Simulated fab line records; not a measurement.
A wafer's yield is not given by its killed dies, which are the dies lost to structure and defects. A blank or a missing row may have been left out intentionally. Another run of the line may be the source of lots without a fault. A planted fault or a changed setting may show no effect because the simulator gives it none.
Which tool was responsible? | flow n5-finfet | 10 lots, 30 wafers sampled, at 2 steps of a route of 1938

WHAT THE GAUGES SHOWED, per wafer
N5_BEOL_M8_OVL_MEAS_29.
lot  | measured     | on         | V7_OVL (nm)
L811 | day 10 12:21 | overlay-02 | -1.5 -1.1 -1.3
L815 | day 10 18:37 | overlay-01 | 1.2 0.7 -0.3
L814 | day 10 18:41 | overlay-01 | -1.5 -1.3 -2.0
L818 | day 11 21:37 | overlay-02 | 0.1 -0.8 -0.2
L819 | day 11 21:26 | overlay-01 | 0.7 0.2 0.1
L825 | day 13 12:11 | overlay-02 | 0.8 -0.9 -0.5
L826 | day 14 07:38 | overlay-02 | 0.7 0.8 0.4
L828 | day 15 00:15 | overlay-02 | 0.2 -0.4 -0.3
L831 | day 15 15:11 | overlay-02 | 1.2 -0.6 0.6
L832 | day 16 11:30 | overlay-01 | 1.4 -0.1 1.4

TOOL THAT RAN EACH LOT (tool first, then ch and the chambers of the sampled wafers, then the start)
lot  | N5_BEOL_M8_STRIP_67
L811 | rie-diel-06 ch 1,2,3, day 10 10:43
L815 | rie-diel-05 ch 0,3, day 10 16:38
L814 | rie-diel-05 ch 0,1, day 10 17:00
L818 | rie-diel-01 ch 0,1,2, day 11 19:54
L819 | rie-diel-01 ch 0,1,2, day 11 20:10
L825 | rie-diel-06 ch 1,2,3, day 13 08:31
L826 | rie-diel-06 ch 0,3, day 14 06:07
L828 | rie-diel-06 ch 0,1,2, day 14 22:35
L831 | rie-diel-06 ch 2,3, day 15 13:10
L832 | rie-diel-01 ch 1,3, day 16 06:55
- N5_BEOL_M8_STRIP_67: strips in CF4.

AS READ BY THE TOOLS THEMSELVES (means over the sampled wafers that have a number; for cases with no such wafer, the mark the record gives instead)
N5_BEOL_M8_STRIP_67.
lot  | tool        | bias-power-w (W) | drypump-motor-current-A (A) | oes-product-au (a.u.) | rf-vpp-V (V) | showerhead-plenum-p-Torr (Torr) | throttle-valve-pct (%)
L811 | rie-diel-06 | 75.07            | 5.3                         | 0.85                  | 270.7        | 1.76                            | 13.31
L815 | rie-diel-05 | 74.80            | 5.7                         | 0.69                  | 269.9        | 1.80                            | 13.83
L814 | rie-diel-05 | 75.03            | 5.7                         | 0.77                  | 271.5        | 1.78                            | 13.67
L818 | rie-diel-01 | 74.82            | 6.1                         | 0.78                  | 271.9        | 1.82                            | 13.56
L819 | rie-diel-01 | 75.00            | 6.1                         | 0.78                  | 271.7        | 1.82                            | 13.56
L825 | rie-diel-06 | 74.98            | 5.3                         | 0.81                  | 270.3        | 1.75                            | 13.36
L826 | rie-diel-06 | 74.96            | 5.3                         | 0.72                  | 270.6        | 1.70                            | 13.67
L828 | rie-diel-06 | 74.95            | 5.8                         | 0.78                  | 270.2        | 1.75                            | 13.53
L831 | rie-diel-06 | 75.24            | 5.1                         | 0.76                  | 268.3        | 1.72                            | 13.45
L832 | rie-diel-01 | 75.12            | 5.7                         | 0.81                  | 271.1        | 1.79                            | 13.53

THE ANSWER, worked out from the rows above alone
Rule: the lots themselves supply what counts as usual. The widest of any qualifying gaps counts: lots, ordered by their means at a reading, are off when they make up no more than a third of the lots, leave a main group of 4 or more, and stand apart from it by 3 or more times the standard deviation of that group's means. A main group whose means are all the same, to the digits that the tables above print for the reading, isn't used. Also off: a lot with no number at a reading for which 4 or more lots have one. The other lots that the step has rows for count as sound. After the gauges, taken in route order, come the tools' own readings; for these a lot's mean is taken, as printed above. The first step at which some lot is off is used, and at that step the reading that is off furthest; a lot without a number counts as furthest.
No lot is off at any reading shown: from this, nothing can be told.

WHAT THE SIMULATOR HAD PUT IN
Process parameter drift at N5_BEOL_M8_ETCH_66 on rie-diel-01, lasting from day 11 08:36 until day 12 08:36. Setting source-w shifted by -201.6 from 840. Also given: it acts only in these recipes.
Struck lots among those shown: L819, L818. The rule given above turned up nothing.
